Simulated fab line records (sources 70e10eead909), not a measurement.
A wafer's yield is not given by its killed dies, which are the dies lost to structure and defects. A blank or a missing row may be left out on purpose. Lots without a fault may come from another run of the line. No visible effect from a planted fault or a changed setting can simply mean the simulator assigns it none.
Matching of chambers | flow nand_harc | NHARC_A_STAIRCASE_CMP_450 on cmp-04: 4 sister chambers
The step polishes SiO2, target thk 200 nm. 16 wafers are shown with their chamber, then 8 later ones without.

WAFERS PAIRED WITH THEIR CHAMBERS
wafer  | chamber | motor_current_A (A)
L079.1 | 1       | 11.4
L079.2 | 2       | 12.3
L079.6 | 3       | 12.1
L078.1 | 3       | 11.4
L078.2 | 2       | 11.6
L078.4 | 0       | 12.6
L081.1 | 2       | 11.5
L081.2 | 3       | 11.8
L081.6 | 2       | 12.5
L084.1 | 1       | 11.4
L084.2 | 0       | 13.1
L084.5 | 1       | 11.3
L083.1 | 2       | 11.6
L083.3 | 0       | 13.2
L083.6 | 1       | 11.7
L088.2 | 2       | 11.6

SIGNATURES (averages over the wafers above)
reading         | chamber 0 | chamber 1 | chamber 2 | chamber 3 | scatter within a chamber
motor_current_A | 12.967    | 11.450    | 11.850    | 11.767    | 0.351
Rule: distance of a wafer from a chamber = root of the sum over the readings of ((wafer's reading minus chamber's mean) / reading's scatter) squared. If the next closest chamber is less than 2 further off than the closest, the wafer can't be placed; otherwise it belongs to the closest. How the scatter is found: for the shown wafers, subtract from each reading the mean of its chamber, square and add these, divide the total by (wafers less chambers), then take the root.

WAFERS WHOSE CHAMBER IS MISSING
wafer  | motor_current_A (A)
L088.3 | 13.3
L088.6 | 11.1
L087.1 | 10.8
L087.3 | 13.1
L087.4 | 12.1
L093.1 | 11.4
L093.3 | 11.3
L093.4 | 13.3

CHAMBER TAKEN BY EACH
wafer  | from the rows above               | in truth
L088.3 | 0                                 | 0
L088.6 | can't be placed: 1 or 3 or 2      | 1
L087.1 | can't be placed: 1 or 3 or 2      | 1
L087.3 | 0                                 | 0
L087.4 | can't be placed: 2 or 3 or 1 or 0 | 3
L093.1 | can't be placed: 1 or 3 or 2      | 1
L093.3 | can't be placed: 1 or 3 or 2      | 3
L093.4 | 0                                 | 0
3 of 8 placed correctly. Unplaceable from these rows: 5, with the true chamber sitting among the candidates in 5. 0 placed wrongly.
